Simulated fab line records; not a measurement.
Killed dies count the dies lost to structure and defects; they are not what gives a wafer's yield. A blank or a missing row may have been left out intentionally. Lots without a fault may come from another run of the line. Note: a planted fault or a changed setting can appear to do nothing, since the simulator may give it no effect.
Matching of chambers	flow n5Finfet	3 sister chambers for N5_BEOL_M4_ILD_DEP_00 on pecvd-01
The step deposits SiOC from DEMS/O2, target thk 79 nm, time 15.3 s. 16 wafers are shown with their chamber, then 8 later ones without.

WAFERS WITH THEIR CHAMBER
wafer	chamber	throttleValvePct (%)	showerheadPlenumPTorr (Torr)	heaterPowerW (W)
L074.1	0	11.5	5.699	503
L074.3	1	12.8	5.706	561
L074.6	0	11.3	5.722	500
L075.1	2	13.2	5.673	502
L075.4	0	11.8	5.726	446
L075.5	1	13.2	5.704	465
L077.2	1	12.8	5.711	583
L077.3	2	13.2	5.671	516
L077.6	1	13.0	5.703	585
L079.1	2	13.3	5.666	516
L079.4	1	12.8	5.694	588
L079.5	0	11.5	5.723	409
L083.2	1	12.9	5.707	551
L083.3	0	11.6	5.711	503
L083.5	0	11.8	5.727	477
L085.1	1	12.9	5.702	568

SIGNATURES (averages over the wafers above)
reading	chamber 0	chamber 1	chamber 2	scatter within a chamber
throttleValvePct	11.583	12.914	13.233	0.158
showerheadPlenumPTorr	5.71800	5.70386	5.67000	0.00779
heaterPowerW	473.00	557.29	511.33	37.8
Rule: a wafer's distance from a chamber is the root of the sum, over the readings, of the square of ((its reading less the chamber's mean) divided by the reading's scatter). The wafer belongs to the nearest chamber; if the next one is less than 2 further off, it can't be placed. The scatter: take each reading less its chamber's mean, square it, sum over the shown wafers, divide by the number of wafers less the number of chambers, and take the root.

WAFERS MISSING THEIR CHAMBER
wafer	throttleValvePct (%)	showerheadPlenumPTorr (Torr)	heaterPowerW (W)
L085.4	11.6	5.725	441
L085.5	13.1	5.699	585
L088.4	11.6	5.730	466
L088.5	13.3	5.720	562
L088.6	10.9	5.656	509
L094.1	13.0	5.691	474
L094.4	10.8	5.673	492
L094.5	11.8	5.707	512

CHAMBER TAKEN BY EACH
wafer	from the rows above	in truth
L085.4	0	0
L085.5	1	1
L088.4	0	0
L088.5	1	1
L088.6	0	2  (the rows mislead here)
L094.1	can't be placed: 1 or 2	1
L094.4	0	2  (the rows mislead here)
L094.5	0	0
5 of 8 placed correctly. Can't be placed from these rows: 1 (the true chamber is among the candidates in 1). Wrongly placed: 2.
